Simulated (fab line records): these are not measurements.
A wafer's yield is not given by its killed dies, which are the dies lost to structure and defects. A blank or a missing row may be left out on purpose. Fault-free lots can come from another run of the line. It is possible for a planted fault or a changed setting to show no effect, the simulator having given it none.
The same fault as seen by 2 desks | flow n5 finfet | each desk has only its own numbers; what lay behind them comes last

== THE TOOL OWNER'S DESK: rie diel-04 ==
The tool's own readings at N5_BEOL_M2_ETCH_41 (etches SiCN in CH3F/O2, target depth 29.9 nm, time 52.5 s): means of the sampled wafers that have a number, for each lot that ran on this tool. If a lot's mean is further than 4 standard deviations from the usual mean, the lot is out of limits and carries the mark OUT (the distance appears in the brackets).
Columns: A = drypump motor current A at N5_BEOL_M2_ETCH_41, usual 5.7 A; B = oes product au at N5_BEOL_M2_ETCH_41, usual 0.78 a.u.; C = rf vpp V at N5_BEOL_M2_ETCH_41, usual 297.7 V; D = showerhead plenum p Torr at N5_BEOL_M2_ETCH_41, usual 2.02 Torr; E = throttle valve pct at N5_BEOL_M2_ETCH_41, usual 16.28 %
lot  | first seen here | A   | B    | C     | D    | E
L640 | day 6 19:41     | 5.4 | 0.71 | 297.7 | 2.02 | 16.23
L647 | day 9 02:17     | 5.9 | 0.86 | 297.7 | 1.99 | 16.17
L653 | day 9 22:53     | 5.8 | 0.90 | 297.4 | 2.00 | 16.14
This desk found nothing out of limits on any of the 3 lots.

== METROLOGY DESK ==
What the gauges read, lot by lot, whatever tool the lot ran on: means of the sampled wafers that have a number. If a lot's mean is further than 4 standard deviations from the usual mean, the lot is out of limits and carries the mark OUT (the distance appears in the brackets). Only the readings that lie furthest out on some lot appear, 7 of the 10 it has.
Columns: A = DIBL_N at N5_BEOL_M4_RC_MEAS_101, usual 36.0 mV/V; B = DIBL_P at N5_BEOL_M4_RC_MEAS_101, usual 35.9 mV/V; C = IOFF_N at N5_BEOL_M4_RC_MEAS_101, usual 0.16 nA/um; D = IOFF_P at N5_BEOL_M4_RC_MEAS_101, usual 0.21 nA/um; E = SS_N at N5_BEOL_M4_RC_MEAS_101, usual 71.5 mV/dec; F = VT_N at N5_BEOL_M4_RC_MEAS_101, usual 250 mV; G = VT_P at N5_BEOL_M4_RC_MEAS_101, usual -251 mV
lot  | first seen here | A    | B    | C    | D    | E    | F   | G
L640 | day 8 00:54     | 34.5 | 35.3 | 0.12 | 0.19 | 71.1 | 255 | -251
L647 | day 10 03:56    | 36.3 | 36.5 | 0.15 | 0.20 | 71.3 | 252 | -253
L650 | day 10 14:39    | 37.0 | 34.4 | 0.15 | 0.22 | 70.9 | 251 | -249
L653 | day 11 07:19    | 36.8 | 36.0 | 0.17 | 0.24 | 71.8 | 248 | -248
L656 | day 12 03:14    | 38.4 | 39.6 | 0.21 | 0.27 | 72.0 | 244 | -247
L661 | day 13 18:43    | 37.3 | 38.7 | 0.20 | 0.23 | 72.2 | 247 | -251
This desk found nothing out of limits on any of the 6 lots.

== ALL TOGETHER ==
The desk of the tool owner found nothing out of limits.
From the metrology desk's view, nothing was out of limits.

== WHAT THE SIMULATOR HAD PUT IN ==
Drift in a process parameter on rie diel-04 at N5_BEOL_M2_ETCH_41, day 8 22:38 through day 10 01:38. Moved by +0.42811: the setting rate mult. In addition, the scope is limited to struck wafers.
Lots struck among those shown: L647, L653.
